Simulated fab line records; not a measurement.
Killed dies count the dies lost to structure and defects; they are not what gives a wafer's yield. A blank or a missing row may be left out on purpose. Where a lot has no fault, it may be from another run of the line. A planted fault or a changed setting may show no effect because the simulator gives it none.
The tool behind it: which one? | flow n5Finfet | 14 lots with 41 wafers sampled at 2 steps, on a route of 1938 steps

WHAT THE GAUGES SHOWED, per wafer
N5_BEOL_M15_OVL_MEAS_29. Usual: for M15_OVL the level is 3 nm and the standard deviation is 5.6.
lot  | measured     | on         | M15_OVL (nm) | flag
L424 | day 11 07:45 | overlay-02 | 11 5 8       | 
L425 | day 12 05:05 | overlay-01 | 10 9 0       | 
L426 | day 12 08:12 | overlay-01 | - - -        | OFF
L427 | day 12 08:14 | overlay-01 | - - -        | OFF
L431 | day 13 21:23 | overlay-02 | 4 -3 3       | 
L433 | day 14 00:35 | overlay-02 | 5 -1 11      | 
L432 | day 14 01:35 | overlay-02 | 6 1 8        | 
L434 | day 14 02:56 | overlay-01 | 10 6 9       | 
L436 | day 14 22:04 | overlay-01 | 1 1 -1       | 
L437 | day 15 09:55 | overlay-01 | 0 -2 -3      | 
L439 | day 16 02:23 | overlay-01 | -1 -2 3      | 
L443 | day 16 15:37 | overlay-01 | 14 15 13     | 
L442 | day 16 18:31 | overlay-02 | -10 3        | 
L445 | day 16 20:01 | overlay-02 | -1 -2 3      | 

WHICH TOOL RAN EACH LOT (tool, then ch and the chambers of the sampled wafers, then the start)
lot  | N5_BEOL_M15_DEVELOP_27
L424 | lithoTrack-03 ch 0, day 11 07:36
L425 | lithoTrack-02 ch 0, day 12 04:55
L426 | lithoTrack-03, day 12 08:04
L427 | lithoTrack-02, day 12 08:06
L431 | lithoTrack-04 ch 0, day 13 21:14
L433 | lithoTrack-02 ch 0, day 14 00:26
L432 | lithoTrack-03 ch 0, day 14 01:26
L434 | lithoTrack-02 ch 0, day 14 02:48
L436 | lithoTrack-03 ch 0, day 14 21:56
L437 | lithoTrack-03 ch 0, day 15 09:46
L439 | lithoTrack-04 ch 0, day 16 02:14
L443 | lithoTrack-03 ch 0, day 16 15:28
L442 | lithoTrack-03 ch 0, day 16 18:23
L445 | lithoTrack-03 ch 0, day 16 19:52
- N5_BEOL_M15_DEVELOP_27: develop time 45 s.

WHAT THE TOOLS THEMSELVES READ (means of the sampled wafers that have a number; where no wafer has one, the mark that the record gives instead)
N5_BEOL_M15_DEVELOP_27. Usual: chillPlateTempC 22.98 C, standard deviation 0.1; developerTempC 20.99 C, standard deviation 0.089; exhaustPa 45.0 Pa, standard deviation 0.86.
lot  | tool          | chillPlateTempC (C) | developerTempC (C) | exhaustPa (Pa) | flag
L424 | lithoTrack-03 | 22.88               | 20.89              | 46.1           | 
L425 | lithoTrack-02 | 22.97               | 20.90              | 43.0           | 
L426 | lithoTrack-03 | -                   | -                  | -              | OFF
L427 | lithoTrack-02 | -                   | -                  | -              | OFF
L431 | lithoTrack-04 | 23.09               | 21.09              | 44.9           | 
L433 | lithoTrack-02 | 23.15               | 21.16              | 45.3           | 
L432 | lithoTrack-03 | 23.05               | 21.03              | 45.1           | 
L434 | lithoTrack-02 | 23.03               | 21.01              | 45.0           | 
L436 | lithoTrack-03 | 22.88               | 20.90              | 45.9           | 
L437 | lithoTrack-03 | 23.00               | 21.08              | 45.0           | 
L439 | lithoTrack-04 | 23.11               | 20.92              | 45.4           | 
L443 | lithoTrack-03 | 22.83               | 20.98              | 45.5           | 
L442 | lithoTrack-03 | 22.95               | 21.03              | 45.2           | 
L445 | lithoTrack-03 | 22.97               | 20.98              | 45.3           | 

THE ANSWER, worked out from the rows above alone
Rule: take the mean of a lot's wafers that have a number; if it is more than 3 standard deviations from the usual mean, the lot is off. Also off: a lot with no number at a reading for which 4 or more lots have one. The other lots that the step has rows for count as sound. First the gauges in route order, then the tools' own readings, where a lot's mean is used as printed above. The first step at which some lot is off is used, and at that step the reading that is off furthest; a lot without a number counts as furthest.
Off: L426, L427, at N5_BEOL_M15_OVL_MEAS_29 (M15_OVL). Without a number there: L426, L427.
If a tool, at a process step before that reading, ran all the lots that are off and no sound lot after the first of them, it fits. The gauges at N5_BEOL_M15_OVL_MEAS_29 aren't tried: what is off there is off at N5_BEOL_M15_DEVELOP_27 too, on other tools, and a gauge's error can't cause that. Of those tried, none fits.

WHAT THE SIMULATOR HAD PUT IN
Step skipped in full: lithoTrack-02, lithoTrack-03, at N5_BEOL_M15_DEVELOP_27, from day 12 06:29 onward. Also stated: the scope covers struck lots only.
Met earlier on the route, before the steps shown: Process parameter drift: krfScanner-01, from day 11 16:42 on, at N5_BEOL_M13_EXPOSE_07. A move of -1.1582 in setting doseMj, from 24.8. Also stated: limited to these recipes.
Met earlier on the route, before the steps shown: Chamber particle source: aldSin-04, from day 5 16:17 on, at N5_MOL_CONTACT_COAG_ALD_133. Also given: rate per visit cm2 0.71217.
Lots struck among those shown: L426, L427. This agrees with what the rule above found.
